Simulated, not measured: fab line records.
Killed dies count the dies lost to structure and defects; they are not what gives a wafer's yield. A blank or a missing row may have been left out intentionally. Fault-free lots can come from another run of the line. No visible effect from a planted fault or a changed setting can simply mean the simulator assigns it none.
Which tool is to blame? | flow nand harc | 6 lots with 18 wafers sampled at 4 steps, on a route of 1159 steps

== WHAT THE GAUGES READ, wafer by wafer ==
NHARC_A_ONON_D1_THK_MEAS_27: measures by ellipsometry.
lot  | measured     | on            | thk nm (nm)
L698 | day 8 04:31  | film metro-02 | 994 996 996
L701 | day 8 17:20  | film metro-02 | 1009 1010 1011
L709 | day 11 05:42 | film metro-01 | 1013 1507 1013
L714 | day 12 02:11 | film metro-02 | 1002 1003 1003
L718 | day 12 23:20 | film metro-02 | 1000 1001 1001
L721 | day 13 19:41 | film metro-02 | 1010 1011 1009

== WHICH TOOL RAN EACH LOT (tool, then ch and the chambers of the sampled wafers, then the start) ==
lot  | NHARC_P_BONDPAD_PRE_CLEAN_26            | NHARC_A_ZERO_WELL_ETCH_13        | NHARC_A_ONON_D1_DEP_25
L698 | pvd sputter-02, day 6 19:22 or earlier  | rie si-02 ch 0,1,3, day 6 19:22  | pecvd onon-02 ch 0, day 8 03:59
L701 | pvd sputter-02, day 7 07:46 or earlier  | rie si-03 ch 0,1, day 7 07:46    | pecvd onon-03 ch 0, day 8 16:49
L709 | pvd sputter-02, day 9 20:59 or earlier  | rie si-01 ch 2,3, day 9 20:59    | pecvd onon-03 ch 0, day 11 05:11
L714 | pvd sputter-02, day 10 14:52 or earlier | rie si-03 ch 0,1,3, day 10 14:52 | pecvd onon-04 ch 0, day 12 01:40
L718 | pvd sputter-01, day 11 16:17 or earlier | rie si-03 ch 1,3, day 11 16:17   | pecvd onon-04 ch 0, day 12 22:56
L721 | pvd sputter-02, day 12 08:32 or earlier | rie si-03 ch 0,2, day 12 08:32   | pecvd onon-03 ch 0, day 13 19:11
- NHARC_P_BONDPAD_PRE_CLEAN_26: time 30 s.
- NHARC_A_ZERO_WELL_ETCH_13: etches the open film in HBr/Cl2, target depth 120 nm, time 40.1 s.
- NHARC_A_ONON_D1_DEP_25: target thk 1000 nm.

== THE ANSWER, worked out from the rows above alone ==
Rule: the lots themselves supply what counts as usual. Put in order of their means at a reading, lots are off if they are a third of the lots or fewer, leave a main group of 4 or more, and stand apart from it by a gap of 3 or more times the standard deviation of the main group's means; of several such gaps the widest counts. If all means in a main group match to the digits the tables above print for the reading, that group is not used. A lot without any number at a reading at which 4 lots or more have one is off too. Any other lot the step has rows for is counted as sound.
Off, at NHARC_A_ONON_D1_THK_MEAS_27 on thk nm: L709. Main group: mean 1004 nm, sd 5.7.
A tool fits if, at a process step before that reading, it ran every lot that is off, and no sound lot after the first of them. Those tools and the gauges at NHARC_A_ONON_D1_THK_MEAS_27 are tried in the same way. NHARC_P_BONDPAD_PRE_CLEAN_26 gives no start for some lots, so the hours and the order of its lots are those of NHARC_A_ZERO_WELL_ETCH_13. 2 tools fit, rie si-01 at NHARC_A_ZERO_WELL_ETCH_13 and film metro-01 at NHARC_A_ONON_D1_THK_MEAS_27, so this cannot tell which one it is.

== WHAT WAS PUT IN BY THE SIMULATOR ==
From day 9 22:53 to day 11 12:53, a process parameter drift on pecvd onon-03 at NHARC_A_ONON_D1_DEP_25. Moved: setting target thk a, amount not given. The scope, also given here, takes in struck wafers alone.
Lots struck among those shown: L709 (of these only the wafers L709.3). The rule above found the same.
